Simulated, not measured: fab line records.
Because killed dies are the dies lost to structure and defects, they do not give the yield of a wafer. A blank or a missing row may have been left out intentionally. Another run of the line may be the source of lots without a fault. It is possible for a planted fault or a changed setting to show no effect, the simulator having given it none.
fab line records ; flow n5_finfet
[record] lots = 4; wafers = 12; last_day = 17
route steps=1938 shown SD_EPI_P@296 BEOL_M4@1111
lots untouched by any fault: they come from a run of this same line in which no faults occurred
start_h: hours from the record's opening day to when the first of the lot's shown wafers began ; wait_h: hours from the lot's prior step to this one ; " identical to the entry in the row above ; L1.1+2: several wafers, shown together as one row ; - either no value or no given start ; * or withheld: withheld ; < > ~ a bound
route shown NAME@n: NAME is a module with steps in the file, n the number in the route of the first one ; usual: the fault-free wafers' mean and standard deviation ; same: alike in all rows ; chamber/n: place in a boat ; sites: the reading at each site ; _std_site: how widely they spread, as a standard deviation ; _edge_site: inner sites' mean taken away from outer sites' mean ; radius_mm: for every site, how far away it sits from the centre of the wafer ; mask NAME#n: copy n ; behind: tool/chamber where the wafer was last shaped ; hold: the reason the lot was held/the length of the hold in hours/how it ended ; device: whichever transistor did not switch (one of n, p or np) ; end of line: the same wafers' tests at the end of the route ; a step without rows: its recipe alone ; killed: dies lost to structure and defects at the first sort, not the wafer's yield ; map: a wafer's dies, marking killed ones x, the rest . and places with no die _
set.NAME: the setting that was run; set.NAME@STEP: the one run at that earlier step ; model.NAME: the simulator's own value behind a step, which no gauge read
lots at selected steps of the route; one table per step, one row per wafer
services: when a tool's chamber went out of use (start_h, in hours from the record's first day, below 0 if earlier), for how many hours, and the reason
[[steps]]
[step N5_SD_EPI_P_COAT_35]
[recipe] resist = SiARC; temp_c = 220; time_s = 60; spin_rpm = 1500; resist_thk_nm = 35
[step N5_SD_EPI_P_COAT_03]
[recipe] resist = CAR-ArF-block; spin_rpm = 1500; resist_thk_nm = 150
[step N5_SD_EPI_P_EBR_05]
[recipe] solvent = PGMEA; ebr_width_mm = 1.5
[step N5_SD_EPI_P_SOFTBAKE_04]
[recipe] temp_c = 110; time_s = 60; resist = CAR-ArF-block
[step N5_SD_EPI_P_EXPOSE_06]
[recipe] mask_id = SD_P_BLK; na = 1.35; source_shape = conventional; sigma_outer = 0.8; polarization = unpolarized; target_cd_nm = 240; dose_mj = 39.5
[step N5_SD_EPI_P_PEB_07]
[recipe] peb_temp_c = 110; peb_time_s = 60; resist = CAR-ArF-block
[step N5_SD_EPI_P_DEVELOP_08]
[recipe] develop_time_s = 30; developer = TMAH; resist = CAR-ArF-block; dev_temp_c = 23; rinse_liquid = diw; dry = air_spin
[step N5_SD_EPI_P_DESCUM_14]
[recipe] chemistry = O2; time_s = 7.9; source_power_w = 50; bias_power_w = 20; pressure_mtorr = 20; rf_frequency_hz = 2.712e+07; temp_c = 40; resist = CAR-ArF-block; o2_flow_sccm = 225
[step N5_SD_EPI_P_ETCH_36]
[recipe] chemistry = CF4; target = SiARC; target_depth_a = 455; mask_material = CAR-ArF-block; time_s = 75.8; ion_energy_ev = 80; pressure_mtorr = 40; source_w = 545; bias_w = 36; Ar_flow_sccm = 100; cf4_flow_sccm = 100; ends = cleared
[step N5_SD_EPI_P_ETCH_37]
[recipe] chemistry = N2/H2; target = SOC; overetch_a = 1080; mask_material = SiARC; temp_c = 40; ion_energy_ev = 100; source_w = 3000; bias_w = 133; pressure_mtorr = 20; time_s = 486; n2_flow_sccm = 200; h2_flow_sccm = 200; ends = end_point
[usual] drypump_motor_current_A = 5.89/0.28; oes_product_au = 0.70/0.065; rf_fwd_power_W = 2997/9.7; rf_vpp_V = 241.4/1.5; showerhead_plenum_p_Torr = 2.59/0.1; throttle_valve_pct = 23.8/0.33
lot.wafer;tool;chamber;start_h;wait_h;drypump_motor_current_A;oes_product_au;rf_fwd_power_W;rf_hours_counter_h;rf_vpp_V;showerhead_plenum_p_Torr;throttle_valve_pct;model.SD_EPI_P.cd_nm;model.SiARC_of_SD_EPI_P_COAT_35.thk_nm
L678.1;rie_diel-05;1;101.42;0.0;5.77;0.82;3723;24;224.5;2.59;23.9;244.8;16.4
L678.3;rie_diel-05;3;101.42;0.0;6.10;0.79;3721;41;224.8;2.69;23.9;243;16.4
L678.5;rie_diel-05;2;101.42;0.0;6.31;0.69;3722;-;222.2;2.67;24.3;243;17
L679.3;rie_diel-05;0;108.89;0.0;6.12;0.69;3709;145;223.1;2.65;23.6;244.4;16.8
L679.4;rie_diel-05;2;108.89;0.0;6.37;0.71;3703;131;225.9;2.67;24.3;245.4;17.2
L679.5;rie_diel-05;2;108.89;0.0;6.35;0.70;3705;-;223.9;2.67;24.3;244.6;17.4
L684.2;rie_diel-04;3;136.37;0.0;5.52;0.68;2999;135;238.4;2.35;24.0;238.8;19.8
L684.3;rie_diel-04;2;136.37;0.0;6.09;0.70;3006;138;240.6;2.64;23.1;239.4;19.8
L684.4;rie_diel-04;3;136.37;0.0;5.53;0.68;2989;-;237.5;2.35;24.0;238;20
L692.1;rie_diel-05;1;187.09;0.0;5.76;0.78;2986;48;240.8;2.58;23.9;241.6;19.8
L692.2;rie_diel-05;2;187.09;0.0;6.32;0.68;2997;154;240.9;2.66;24.3;239.6;19.8
L692.6;rie_diel-05;1;187.09;0.0;5.78;0.78;3002;-;240.5;2.58;23.9;242.6;19.8
[step N5_SD_EPI_P_STRIP_38]
[recipe] chemistry = N2/H2; temp_c = 40; n2_flow_sccm = 200; h2_flow_sccm = 200; rf_frequency_hz = 6e+07
[step N5_SD_EPI_P_ETCHBACK_46]
[recipe] chemistry = CH3F/O2; mode = anisotropic_etchback; target = SiNx; target_depth_a = 175; stop_on = SiO2; over_etch_frac = 0.3; ion_energy_ev = 120; pressure_mtorr = 30; source_w = 395; bias_w = 73; Ar_flow_sccm = 150; CH3F_flow_sccm = 30; O2_flow_sccm = 20
[step N5_SD_EPI_P_ETCH_47]
[recipe] chemistry = CH3F/O2; target = SiOCN; target_depth_a = 250; mask_material = SOC; ion_energy_ev = 60; bias_w = 29; pressure_mtorr = 30; source_w = 410; Ar_flow_sccm = 150; CH3F_flow_sccm = 30; O2_flow_sccm = 20
[step N5_SD_EPI_P_ETCH_16]
[recipe] chemistry = CHF3/O2; target = SiO2; target_depth_a = 50; mask_material = SOC; pressure_mtorr = 30; source_w = 650; bias_w = 170; Ar_flow_sccm = 200; CHF3_flow_sccm = 50; O2_flow_sccm = 5; ion_energy_ev = 200
[usual] drypump_motor_current_A = 5.88/0.28; mfc_ar_sccm = 200.0/0.61; oes_o_777_au = 0.79/0.072; oes_product_au = 0.79/0.075; rf_fwd_power_W = 644.1/2.5; rf_vpp_V = 524/8.7; showerhead_plenum_p_Torr = 2.46/0.095; throttle_valve_pct = 18.85/0.22
lot.wafer;tool;chamber;start_h;wait_h;drypump_motor_current_A;mfc_ar_sccm;oes_o_777_au;oes_product_au;rf_fwd_power_W;rf_hours_counter_h;rf_vpp_V;showerhead_plenum_p_Torr;throttle_valve_pct;model.SiARC_of_SD_EPI_P_COAT_35.thk_nm
L678.1;rie_diel-05;1;101.94;0.1;5.73;200.9;0.90;0.92;650.1;24;518;2.47;18.79;8.2
L678.3;rie_diel-05;3;101.94;0.1;6.09;199.7;0.89;0.88;646.4;41;532;2.54;18.78;8
L678.5;rie_diel-05;2;101.94;0.1;6.34;201.1;0.80;0.77;642.7;-;511;2.50;19.14;9.2
L679.3;rie_diel-05;0;109.41;0.1;6.07;200.3;0.76;0.77;639.9;145;529;2.52;18.82;8.8
L679.4;rie_diel-05;2;109.41;0.1;6.41;199.6;0.79;0.77;642.1;131;511;2.50;19.15;9.4
L679.5;rie_diel-05;2;109.41;0.1;6.36;199.4;0.80;0.78;647.1;-;509;2.50;19.15;9.4
L684.2;rie_diel-04;3;136.89;0.1;5.52;200.2;0.76;0.75;642.8;136;520;2.23;18.79;11.8
L684.3;rie_diel-04;2;136.89;0.1;6.07;199.4;0.76;0.79;645.4;138;539;2.52;18.50;11.6
L684.4;rie_diel-04;3;136.89;0.1;5.54;199.3;0.76;0.75;641.3;-;521;2.23;18.79;12
L692.1;rie_diel-05;1;187.61;0.1;5.74;200.5;0.86;0.88;644.2;48;520;2.46;18.84;11.6
L692.2;rie_diel-05;2;187.61;0.1;6.35;199.6;0.78;0.76;642.6;154;511;2.49;19.20;11.8
L692.6;rie_diel-05;1;187.61;0.1;5.72;199.4;0.86;0.87;647.4;-;520;2.46;18.83;11.6
[step N5_SD_EPI_P_STRIP_50]
[recipe] chemistry = CHF3/O2; resist = SiARC; rf_frequency_hz = 6e+07
[step N5_SD_EPI_P_SD_RECESS_17]
[recipe] chemistry = HBr/Cl2/O2; target_depth_a = 391; bt_time_s = 3; pressure_mtorr = 10; icp_w = 800; bias_w = 112; HBr_flow_sccm = 150; Cl2_flow_sccm = 80; O2_flow_sccm = 12
[usual] drypump_motor_current_A = 5.9/0.4; oes_o_777_au = 0.998/0.021; oes_product_au = 0.996/0.015; rf_fwd_power_W = 794.6/2.8; throttle_valve_pct = 37.0/0.31
lot.wafer;tool;chamber;start_h;wait_h;drypump_motor_current_A;oes_o_777_au;oes_product_au;rf_fwd_power_W;rf_hours_counter_h;throttle_valve_pct;model.SD_EPI_P.cd_nm
L678.1;rie_si-04;1;102.01;0.0;5.6;1.020;1.004;796.9;53;36.7;244.8
L678.3;rie_si-04;3;102.01;0.0;6.1;0.993;0.990;789.4;72;36.6;242.8
L678.5;rie_si-04;2;102.01;0.0;6.0;1.017;1.013;794.7;-;37.0;242.8
L679.3;rie_si-02;2;109.49;0.0;5.9;0.971;0.992;793.2;192;36.7;244.4
L679.4;rie_si-02;0;109.49;0.0;6.3;1.006;0.976;796.7;199;37.1;245.2
L679.5;rie_si-02;0;109.49;0.0;6.4;0.997;0.972;799.1;-;37.1;244.4
L684.2;rie_si-06;1;136.96;0.0;5.7;1.010;1.006;791.2;16;37.5;238.6
L684.3;rie_si-06;3;136.96;0.0;6.7;0.978;0.995;790.9;48;36.9;239.6
L684.4;rie_si-06;2;136.96;0.0;5.9;0.976;0.990;795.1;151;37.2;237.8
L692.1;rie_si-02;0;187.68;0.0;6.4;1.008;0.972;795.6;1;37.3;241.6
L692.2;rie_si-02;1;187.68;0.0;6.1;0.981;0.998;793.0;2;37.1;239.6
L692.6;rie_si-02;1;187.68;0.0;6.1;0.992;0.997;791.2;-;37.1;242.4
[step N5_SD_EPI_P_WET_ETCH_45]
[recipe] chemistry = dHF; dilution = withheld; time_s = 10.7; target = SiO2; target_depth_a = 20; temp_c = 25; dry = ipa_marangoni; rinse_time_s = 30; rinse_temp_c = 23
[step N5_BEOL_M4_RC_MEAS_101]
[usual] DIBL_N = 35.8/1.7; DIBL_P = 35.9/1.9; IOFF_N = 0.151/0.028; IOFF_P = 0.21/0.037; ION_N = 673/12; ION_P = 463/8.3; SS_N = 71.4/0.59; SS_P = 73.2/0.63; VT_N = 250/3.2; VT_P = -250/3.7
lot.wafer;tool;chamber;start_h;wait_h;DIBL_N[mV/V];DIBL_P[mV/V];IOFF_N[nA/um];IOFF_P[nA/um];ION_N[uA/um];ION_P[uA/um];SS_N[mV/dec];SS_P[mV/dec];VT_N[mV];VT_P[mV]
L678.1;prober-01;0;216.07;0.0;37.1;40.5;0.185;0.26;692;482;71.4;75.0;250;-245
L678.3;prober-01;0;216.07;0.0;33.3;35.3;0.116;0.18;664;465;70.5;73.0;253;-250
L678.5;prober-01;0;216.07;0.0;33.6;36.8;0.135;0.20;678;474;70.4;73.4;251;-251
L679.3;prober-02;0;216.66;0.3;36.3;36.9;0.157;0.21;662;455;71.8;73.6;251;-249
L679.4;prober-02;0;216.66;0.3;35.4;35.9;0.152;0.20;682;467;71.2;73.1;249;-250
L679.5;prober-02;0;216.66;0.3;36.3;37.0;0.153;0.20;675;464;71.3;72.9;253;-251
L684.2;prober-01;0;245.02;0.2;33.8;34.0;0.130;0.20;663;458;71.6;72.7;253;-248
L684.3;prober-01;0;245.02;0.2;34.8;36.4;0.146;0.23;664;464;71.7;73.2;249;-248
L684.4;prober-01;0;245.02;0.2;37.1;39.2;0.196;0.28;683;471;71.7;73.1;247;-243
L692.1;prober-01;0;320.78;0.0;35.8;35.6;0.145;0.21;685;471;71.3;73.0;251;-250
L692.2;prober-01;0;320.78;0.0;35.0;34.7;0.126;0.19;655;453;70.5;72.6;256;-250
L692.6;prober-01;0;320.78;0.0;34.9;34.1;0.126;0.19;663;452;71.5;72.9;256;-249
[[services]]
tool;chamber;start_h;hours;kind
rie_diel-05;0;92.10;4.1;repair
rie_si-06;-;100.29;14.6;pm
rie_si-02;-;101.26;2.8;pm
rie_si-04;1;107.51;2.9;repair
rie_si-02;0;115.86;7.2;repair
rie_si-02;0;123.08;-;clean
rie_si-02;0;123.08;25.3;scheduled_down
rie_si-02;0;123.08;25.3;vent_cycle
rie_diel-05;-;127.03;0.2;repair
rie_si-04;2;152.71;9.3;repair
rie_si-02;2;160.03;7.4;repair
rie_diel-05;1;162.56;1.5;repair
rie_si-02;2;168.11;-;clean
rie_si-02;2;168.11;24.0;scheduled_down
rie_si-02;2;168.11;24.0;vent_cycle
rie_si-04;-;172.28;0.7;repair
rie_diel-04;1;187.05;-;clean
rie_diel-04;1;187.05;-;consumable_replace:focus_ring
rie_diel-04;1;187.05;25.7;scheduled_down
rie_diel-04;1;187.05;25.7;vent_cycle
[[key]]
[first_sign] step = N5_SD_EPI_P_ETCH_37; reading = rf_fwd_power_W; direction = up; sigmas = 74; usual = *; struck = *
[effect] step = N5_SD_EPI_P_ETCH_37; reading = rf_vpp_V; direction = down; sigmas = 11; usual = 241.4; struck = 224.1
[model_effect] step = N5_SD_EPI_P_ETCH_37; value = SD_EPI_P.cd_nm; without = 240.4; struck = 244.2
[model_effect] step = N5_SD_EPI_P_ETCH_16; value = SiARC_of_SD_EPI_P_COAT_35.thk_nm; without = 11.67; struck = 8.833
[model_effect] step = N5_SD_EPI_P_SD_RECESS_17; value = SD_EPI_P.cd_nm; without = 240.3; struck = 244.1
met_at N5_SD_EPI_P_ETCH_37
struck_wafers L678.1,L678.3,L678.5,L679.3,L679.4,L679.5
[fault] kind = process_parameter_drift; tool = rie_diel-05; chamber = -; onset_h = 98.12; steps = N5_SD_EPI_P_ETCH_37; channel = source_w; offset = 720; shape = step; end_h = 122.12; acts_in = these_recipes_only; stated = 3000
